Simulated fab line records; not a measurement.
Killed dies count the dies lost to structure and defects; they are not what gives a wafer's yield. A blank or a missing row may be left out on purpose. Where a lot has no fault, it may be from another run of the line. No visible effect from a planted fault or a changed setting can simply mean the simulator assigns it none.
Matching of chambers    flow nandHarc    rieDiel-04 running NHARC_P_M1_DESCUM_14: 4 sister chambers
The step chemistry O2, time 3 s. 16 wafers are shown with their chamber, then 8 later ones without.

WAFERS, EACH WITH ITS CHAMBER
wafer   chamber  drypumpMotorCurrentA (A)  oesProductAu (a.u.)  throttleValvePct (%)
L074.1  3        5.3                       1.007                11.320
L074.3  2        4.9                       0.987                11.319
L074.4  1        6.4                       1.004                11.297
L076.1  0        6.1                       1.000                11.330
L076.2  2        4.9                       0.982                11.288
L076.5  2        4.9                       0.995                11.303
L079.1  3        5.3                       1.017                11.315
L079.3  2        4.9                       0.987                11.302
L079.5  1        6.4                       0.990                11.310
L085.2  0        6.1                       1.002                11.305
L085.3  3        5.3                       1.003                11.310
L085.6  1        6.4                       0.995                11.310
L084.1  3        5.3                       1.000                11.310
L084.3  0        6.1                       0.997                11.304
L084.6  0        6.0                       0.989                11.314
L089.1  3        5.3                       1.004                11.318

SIGNATURES, as means of the wafers listed above
reading               chamber 0  chamber 1  chamber 2  chamber 3  scatter within a chamber
drypumpMotorCurrentA  6.075      6.400      4.900      5.300      0.025
oesProductAu          0.99700    0.99633    0.98775    1.00620    0.00617
throttleValvePct      11.31325   11.30567   11.30300   11.31460   0.00963
Rule: for a wafer and a chamber, the distance is found by dividing, reading by reading, the gap between the wafer's reading and the chamber's mean by the reading's scatter, squaring, summing and taking the root. If the next closest chamber is less than 2 further off than the closest, the wafer can't be placed; otherwise it belongs to the closest. The scatter: the root of (the sum of the squares of (reading less its chamber's mean) over the shown wafers, divided by (wafers less chambers)).

WAFERS WITH NO CHAMBER GIVEN
wafer   drypumpMotorCurrentA (A)  oesProductAu (a.u.)  throttleValvePct (%)
L089.4  6.1                       0.992                11.316
L089.6  4.9                       0.981                11.320
L094.2  6.1                       1.008                11.319
L094.3  4.9                       0.991                11.301
L094.4  6.4                       0.997                11.300
L095.1  4.9                       0.993                11.310
L095.2  5.3                       1.016                11.304
L095.6  4.9                       0.983                11.307

WHICH CHAMBER EACH WENT THROUGH
wafer   from the rows above  in truth
L089.4  0                    0
L089.6  2                    2
L094.2  0                    0
L094.3  2                    2
L094.4  1                    1
L095.1  2                    2
L095.2  3                    3
L095.6  2                    2
Correct placement for 8 of the 8. Not placeable from these rows: 0. Number placed wrongly: 0.
